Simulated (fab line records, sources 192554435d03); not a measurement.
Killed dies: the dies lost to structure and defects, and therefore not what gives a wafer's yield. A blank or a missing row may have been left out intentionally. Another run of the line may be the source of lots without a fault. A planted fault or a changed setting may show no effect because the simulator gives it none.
One fault seen from 2 desks    flow n5-finfet    what lay behind the numbers comes last; until then each desk has only its own

## THE DEFECT DESK
Inspection counts along the route, by lot: the mean over sampled wafers that carry a number. The brackets show how far a lot's mean lies from the usual mean; more than 4 standard deviations puts the lot out of limits, marked OUT.
Columns: A = raw-defect-count at N5_BEOL_M9_INSPECT_58, usual 67
lot   first seen here  A
L792  day 10 00:53     120
L796  day 11 02:41     52
L795  day 11 02:44     84
L799  day 11 05:08     82
L797  day 11 11:31     54
L798  day 11 20:59     74
L801  day 12 13:48     59
L802  day 12 15:10     63
L803  day 13 09:02     52
L807  day 13 18:45     54
L808  day 13 20:33     63
This desk's verdict: no lot among the 11 shows anything out of limits.

## FOR THE TOOL OWNER'S DESK: pecvd-03
The tool's own readings at N5_BEOL_M10_PECVD_70 (deposits SiO2 from TEOS/O2, target thk 20 nm, time 22.7 s): means of the sampled wafers that have a number, for each lot that ran on this tool. The brackets show how far a lot's mean lies from the usual mean; more than 4 standard deviations puts the lot out of limits, marked OUT.
Columns: A = heater-power-outer-w at N5_BEOL_M10_PECVD_70, usual 455 W; B = heater-power-w at N5_BEOL_M10_PECVD_70, usual 751 W; C = showerhead-plenum-p-Torr at N5_BEOL_M10_PECVD_70, usual 8.79 Torr; D = showerhead-vpp-V at N5_BEOL_M10_PECVD_70, usual 1311 V; E = susceptor-temp-C at N5_BEOL_M10_PECVD_70, usual 400.01 C; F = throttle-valve-pct at N5_BEOL_M10_PECVD_70, usual 22.8 %
lot   first seen here  A    B    C     D     E                 F
L796  day 11 03:20     491  816  8.76  1332  400.14            22.0
L799  day 11 05:49     480  799  8.76  1329  399.84            22.0
L797  day 11 12:11     498  840  8.71  1331  400.12            22.3
L798  day 11 21:40     519  845  8.79  1335  400.20            22.5
L802  day 12 15:58     446  747  8.75  1336  399.86            21.3
L807  day 13 19:53     558  936  8.73  1351  411.90 (+54) OUT  22.4
L808  day 13 21:14     551  895  8.75  1341  411.61 (+53) OUT  22.1
This desk's finding: out of limits on L807, L808; first on L807, day 13 19:53 (susceptor-temp-C at N5_BEOL_M10_PECVD_70). L796, L799, L797, L798, L802 stayed within limits.

## BROUGHT TOGETHER
On L807, L808, at day 13 19:53, an alarm was possible from the tool owner's desk.
The defect desk saw nothing out of limits.
The defect desk has L807, L808 on record, within its limits.
Of the lots named, all ran N5_BEOL_M10_PECVD_70 on pecvd-03.

## WHAT THE SIMULATOR PUT IN
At N5_BEOL_M10_PECVD_70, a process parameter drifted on pecvd-03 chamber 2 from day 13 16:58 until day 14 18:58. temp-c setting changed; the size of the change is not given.
Shown lots that were struck: L807, L808.
Hours from the fault's start to each desk's first reading out of limits: the tool owner's desk, 3.
